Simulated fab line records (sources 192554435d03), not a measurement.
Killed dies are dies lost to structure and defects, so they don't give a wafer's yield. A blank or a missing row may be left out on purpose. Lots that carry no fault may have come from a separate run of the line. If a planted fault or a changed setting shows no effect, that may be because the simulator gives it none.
Which tool is to blame? | flow n5-finfet | 10 lots with 30 wafers sampled at 5 steps, on a route of 1938 steps

WHAT THE GAUGES READ, wafer by wafer
N5_BEOL_M1_INSPECT_59: inspects for defects (darkfield). Usual: raw-defect-count 71, standard deviation 23.
lot  | measured     | on                | raw-defect-count | flag
L717 | day 6 16:14  | defect-inspect-02 | 50 58 32         |
L721 | day 7 13:50  | defect-inspect-01 | 81 106 71        |
L722 | day 7 14:23  | defect-inspect-02 | 117 71 54        |
L726 | day 8 18:10  | defect-inspect-02 | 102 100 143      |
L728 | day 9 11:59  | defect-inspect-02 | 82 56 53         |
L729 | day 9 12:45  | defect-inspect-02 | 36 75 78         |
L730 | day 9 18:28  | defect-inspect-02 | 68 63 50         |
L737 | day 12 02:40 | defect-inspect-01 | 88 49 53         |
L739 | day 12 06:26 | defect-inspect-02 | 46 91 103        |
L740 | day 12 12:48 | defect-inspect-01 | 80 86 82         |

N5_BEOL_M4_RC_MEAS_101. Usual: DIBL_N 36.4 mV/V, standard deviation 2; DIBL_P 36.1 mV/V, standard deviation 2.5; IOFF_N 0.16 nA/um, standard deviation 0.037; IOFF_P 0.20 nA/um, standard deviation 0.038; ION_N 670 uA/um, standard deviation 13; ION_P 459 uA/um, standard deviation 8.3; SS_N 71.6 mV/dec, standard deviation 0.69; SS_P 73.3 mV/dec, standard deviation 0.72; VT_N 250 mV, standard deviation 3.4; VT_P -251 mV, standard deviation 3.1.
lot  | measured     | on        | DIBL_N (mV/V)  | DIBL_P (mV/V)  | IOFF_N (nA/um) | IOFF_P (nA/um) | ION_N (uA/um) | ION_P (uA/um) | SS_N (mV/dec)  | SS_P (mV/dec)  | VT_N (mV)   | VT_P (mV)      | flag
L717 | day 7 17:26  | prober-02 | 39.2 33.8 36.4 | 38.6 32.0 34.3 | 0.21 0.11 0.15 | 0.27 0.17 0.18 | 693 647 690   | 473 453 470   | 71.8 70.6 71.7 | 73.5 72.3 72.8 | 244 255 250 | -246 -253 -251 |
L721 | day 8 22:14  | prober-01 | 34.4 32.4 35.2 | 35.5 31.9 36.7 | 0.13 0.10 0.15 | 0.21 0.16 0.22 | 640 650 673   | 448 450 462   | 71.0 69.9 70.7 | 73.1 72.2 72.9 | 254 256 248 | -250 -253 -248 |
L722 | day 9 03:44  | prober-01 | 34.9 39.3 35.5 | 34.7 39.6 34.9 | 0.13 0.22 0.14 | 0.16 0.25 0.16 | 665 680 663   | 454 461 449   | 70.6 72.3 71.7 | 72.8 73.9 73.0 | 255 249 251 | -254 -249 -255 |
L726 | day 10 03:38 | prober-02 | 36.4 39.9 38.9 | 36.5 38.3 39.8 | 0.15 0.24 0.22 | 0.20 0.22 0.28 | 657 651 679   | 457 447 466   | 71.6 74.4 71.7 | 73.8 73.4 73.7 | 252 249 246 | -250 -252 -245 |
L728 | day 10 15:40 | prober-01 | 33.7 37.2 32.1 | 33.7 38.4 33.1 | 0.13 0.19 0.12 | 0.16 0.22 0.15 | 653 676 669   | 448 457 455   | 72.3 72.1 70.9 | 72.8 73.9 72.4 | 253 248 254 | -254 -250 -255 |
L729 | day 10 20:03 | prober-01 | 37.7 36.1 38.8 | 36.5 35.0 37.2 | 0.17 0.15 0.21 | 0.21 0.20 0.25 | 657 664 681   | 454 457 464   | 72.8 71.1 72.5 | 74.1 73.9 74.4 | 248 248 245 | -252 -251 -251 |
L730 | day 11 06:34 | prober-02 | 37.7 35.0 37.6 | 38.4 33.9 37.8 | 0.18 0.12 0.18 | 0.23 0.15 0.21 | 671 655 673   | 461 442 456   | 72.4 71.9 72.0 | 74.0 73.1 74.1 | 248 255 250 | -251 -257 -252 |
L737 | day 13 09:29 | prober-02 | 35.5 34.2 37.4 | 35.2 34.1 36.8 | 0.15 0.12 0.19 | 0.21 0.18 0.22 | 669 669 668   | 460 459 456   | 72.0 71.5 73.1 | 72.5 72.3 73.3 | 250 255 247 | -250 -251 -249 |
L739 | day 13 16:30 | prober-01 | 36.7 37.6 35.3 | 36.9 36.4 34.9 | 0.18 0.17 0.13 | 0.19 0.18 0.17 | 676 668 651   | 455 445 452   | 71.4 71.6 70.8 | 74.0 73.9 72.3 | 246 247 251 | -254 -255 -256 |
L740 | day 14 01:40 | prober-01 | 36.2 37.2 38.3 | 36.3 37.4 38.5 | 0.15 0.18 0.20 | 0.22 0.22 0.26 | 688 674 703   | 473 459 484   | 71.5 72.4 71.7 | 73.5 74.0 73.7 | 248 249 243 | -250 -252 -248 |

EACH LOT AND THE TOOL THAT RAN IT (in order: tool; ch and the chambers of the sampled wafers; start)
lot  | N5_BEOL_M1_SPUTTER_96        | N5_BEOL_M2_PECVD_72             | N5_BEOL_M2_COAT_61
L717 | pvd-sputter-01, day 6 15:07  | pecvd-01 ch 0,1, day 6 16:23    | litho-track-05 ch 0, day 6 17:46
L721 | pvd-sputter-01, day 7 12:46  | pecvd-01 ch 0,1, day 7 13:59    | litho-track-01 ch 0, day 7 15:41
L722 | pvd-sputter-03, day 7 13:18  | pecvd-03 ch 1,2, day 7 14:31    | litho-track-05 ch 0, day 7 15:47
L726 | pvd-sputter-02, day 8 17:05  | pecvd-01 ch 0,1, day 8 18:19    | litho-track-05 ch 0, day 8 18:58
L728 | pvd-sputter-01, day 9 10:55  | pecvd-01 ch 0,1,2, day 9 12:08  | litho-track-05 ch 0, day 9 14:38
L729 | pvd-sputter-02, day 9 11:32  | pecvd-04 ch 0,1,2, day 9 12:55  | litho-track-05 ch 0, day 9 14:55
L730 | pvd-sputter-01, day 9 17:23  | pecvd-03 ch 0,1, day 9 18:37    | litho-track-02 ch 0, day 9 19:42
L737 | pvd-sputter-02, day 12 01:36 | pecvd-03 ch 0,1,2, day 12 02:50 | litho-track-02 ch 0, day 12 03:25
L739 | pvd-sputter-01, day 12 05:09 | pecvd-04 ch 0,1, day 12 06:35   | litho-track-02 ch 0, day 12 08:04
L740 | pvd-sputter-02, day 12 11:28 | pecvd-01 ch 1,2, day 12 12:56   | litho-track-05 ch 0, day 12 14:43
- N5_BEOL_M1_SPUTTER_96: material Cu, target thk 4.5 nm, time 8.29 s.
- N5_BEOL_M2_PECVD_72: deposits SiO2 from TEOS/O2, target thk 16 nm, time 18 s.
- N5_BEOL_M2_COAT_61: time 60 s, resist thk 60 nm.

WHAT THE TOOLS THEMSELVES READ (means of the sampled wafers that have a number; where no wafer has one, the mark that the record gives instead)
N5_BEOL_M1_SPUTTER_96. Usual: throttle-valve-pct 29.9 %, standard deviation 1.3.
lot  | tool           | throttle-valve-pct (%) | flag
L717 | pvd-sputter-01 | 27.6                   |
L721 | pvd-sputter-01 | 27.7                   |
L722 | pvd-sputter-03 | 31.5                   |
L726 | pvd-sputter-02 | 30.0                   |
L728 | pvd-sputter-01 | 28.5                   |
L729 | pvd-sputter-02 | 29.9                   |
L730 | pvd-sputter-01 | 28.3                   |
L737 | pvd-sputter-02 | 30.1                   |
L739 | pvd-sputter-01 | 27.7                   |
L740 | pvd-sputter-02 | 30.0                   |

N5_BEOL_M2_PECVD_72. Usual: heater-power-w 773 W, standard deviation 120; showerhead-plenum-p-Torr 8.81 Torr, standard deviation 0.047; throttle-valve-pct 22.4 %, standard deviation 1.1.
lot  | tool     | heater-power-w (W) | showerhead-plenum-p-Torr (Torr) | throttle-valve-pct (%) | flag
L717 | pecvd-01 | 904                | 8.79                            | 22.1                   |
L721 | pecvd-01 | 850                | 8.80                            | 22.7                   |
L722 | pecvd-03 | 710                | 8.79                            | 21.7                   |
L726 | pecvd-01 | 916                | 8.78                            | 22.1                   |
L728 | pecvd-01 | 819                | 8.80                            | 22.0                   |
L729 | pecvd-04 | 800                | 8.79                            | 23.5                   |
L730 | pecvd-03 | 732                | 8.83                            | 22.4                   |
L737 | pecvd-03 | 701                | 8.82                            | 21.7                   |
L739 | pecvd-04 | 828                | 8.82                            | 24.3                   |
L740 | pecvd-01 | 762                | 8.83                            | 22.5                   |

N5_BEOL_M2_COAT_61. Usual: heater-power-total-W 500.6 W, standard deviation 1.8; plate-temp-C 250.00 C, standard deviation 0.19; spin-speed-rpm 1499.8 rpm, standard deviation 0.87.
lot  | tool           | heater-power-total-W (W) | plate-temp-C (C) | spin-speed-rpm (rpm) | flag
L717 | litho-track-05 | 502.0                    | 249.87           | 1499.9               |
L721 | litho-track-01 | 501.0                    | 249.75           | 1500.7               |
L722 | litho-track-05 | 502.1                    | 249.81           | 1500.8               |
L726 | litho-track-05 | 500.7                    | 250.18           | 1499.8               |
L728 | litho-track-05 | 491.9                    | 246.60           | 1498.9               | OFF
L729 | litho-track-05 | 492.4                    | 246.55           | 1499.8               | OFF
L730 | litho-track-02 | 500.4                    | 249.87           | 1500.2               |
L737 | litho-track-02 | 500.1                    | 250.08           | 1499.3               |
L739 | litho-track-02 | 500.7                    | 249.99           | 1499.7               |
L740 | litho-track-05 | 499.2                    | 249.96           | 1499.1               |

THE ANSWER, worked out from the rows above alone
Rule: a lot is off if the mean of its wafers that have a number lies more than 3 standard deviations from the usual mean. Also off: a lot with no number at a reading for which 4 or more lots have one. Any other lot the step has rows for is counted as sound. After the gauges, taken in route order, come the tools' own readings; for these a lot's mean is taken, as printed above. At the first step where some lot is off, the reading lying furthest off is the one used; lots without a number count as furthest.
Off at N5_BEOL_M2_COAT_61 (plate-temp-C): L728, L729.
If a tool, at that step or one of the process steps before it, ran each lot that is off and ran no sound lot following the first of them, it fits. No candidate that was tried fits.

WHAT THE SIMULATOR PUT IN
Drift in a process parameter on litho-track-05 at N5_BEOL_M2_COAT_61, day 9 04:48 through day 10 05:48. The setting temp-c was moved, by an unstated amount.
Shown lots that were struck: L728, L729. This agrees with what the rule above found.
